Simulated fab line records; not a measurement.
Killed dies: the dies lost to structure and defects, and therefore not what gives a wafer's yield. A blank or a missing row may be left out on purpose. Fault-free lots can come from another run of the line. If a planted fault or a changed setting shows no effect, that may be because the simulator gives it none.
Which tool was responsible? | flow nand harc | 27 wafers from 9 lots sampled at 3 of the route's 1159 steps

== WHAT THE GAUGES SHOWED, per wafer ==
NHARC_A_CHANNEL_HOLE_D1_CD_MEAS_10: the cd target is 100 nm.
lot  | measured     | on        | cd nm (nm)
L111 | day 9 02:11  | cd sem-03 | 100.7 100.3 99.2
L116 | day 9 21:53  | cd sem-01 | 100.9 105.7 106.9
L117 | day 10 08:10 | cd sem-03 | 101.1 107.3 107.4
L118 | day 10 10:02 | cd sem-01 | 100.1 100.5 105.9
L125 | day 12 09:27 | cd sem-01 | 99.5 98.7 100.1
L127 | day 12 20:48 | cd sem-02 | 99.8 99.4 100.5
L131 | day 13 07:13 | cd sem-01 | 101.0 100.2 100.7
L128 | day 13 08:46 | cd sem-03 | 99.6 100.4 100.1
L129 | day 13 10:41 | cd sem-02 | 100.7 100.1 100.3

== TOOL THAT RAN EACH LOT (tool first, then ch and the chambers of the sampled wafers, then the start) ==
lot  | NHARC_A_ONON_D1_DEP_33          | NHARC_A_CHANNEL_HOLE_D1_EXPOSE_07
L111 | pecvd-01 ch 0,1,2, day 8 22:48  | arfi scanner-01 ch 0, day 9 02:02
L116 | pecvd-01 ch 0,1, day 9 18:45    | arfi scanner-01 ch 0, day 9 21:45
L117 | pecvd-01 ch 1,2, day 10 05:11   | arfi scanner-01 ch 0, day 10 08:02
L118 | pecvd-03 ch 0,1,2, day 10 05:23 | arfi scanner-01 ch 0, day 10 09:53
L125 | pecvd-04 ch 0,1, day 12 04:40   | arfi scanner-03 ch 0, day 12 09:19
L127 | pecvd-04 ch 0,1,2, day 12 17:39 | arfi scanner-01 ch 0, day 12 20:40
L131 | pecvd-04 ch 0,2, day 13 04:07   | arfi scanner-01 ch 0, day 13 07:05
L128 | pecvd-01 ch 0,2, day 13 04:10   | arfi scanner-03 ch 0, day 13 08:38
L129 | pecvd-01 ch 0,1,2, day 13 04:31 | arfi scanner-01 ch 0, day 13 10:33
- NHARC_A_ONON_D1_DEP_33: deposits SiO2, target thk 200 nm.
- NHARC_A_CHANNEL_HOLE_D1_EXPOSE_07: exposes mask HOLE D1, target cd 100 nm.

== THE ANSWER, worked out from the rows above alone ==
Rule: the usual values come from the lots themselves. The widest of any qualifying gaps counts: lots, ordered by their means at a reading, are off when they make up no more than a third of the lots, leave a main group of 4 or more, and stand apart from it by 3 or more times the standard deviation of that group's means. A main group whose means are all the same, to the digits that the tables above print for the reading, isn't used. Also off: a lot with no number at a reading for which 4 or more lots have one. All remaining lots with rows at the step are treated as sound.
Off: L116, L117, L118 (NHARC_A_CHANNEL_HOLE_D1_CD_MEAS_10, cd nm). The main group: mean 100.1 nm, standard deviation 0.37.
A tool fits if, at a process step before that reading, it ran every lot that is off, and no sound lot after the first of them. Those tools and the gauges at NHARC_A_CHANNEL_HOLE_D1_CD_MEAS_10 are tried in the same way. None of those tried fits.

== WHAT HAD BEEN PUT IN BY THE SIMULATOR ==
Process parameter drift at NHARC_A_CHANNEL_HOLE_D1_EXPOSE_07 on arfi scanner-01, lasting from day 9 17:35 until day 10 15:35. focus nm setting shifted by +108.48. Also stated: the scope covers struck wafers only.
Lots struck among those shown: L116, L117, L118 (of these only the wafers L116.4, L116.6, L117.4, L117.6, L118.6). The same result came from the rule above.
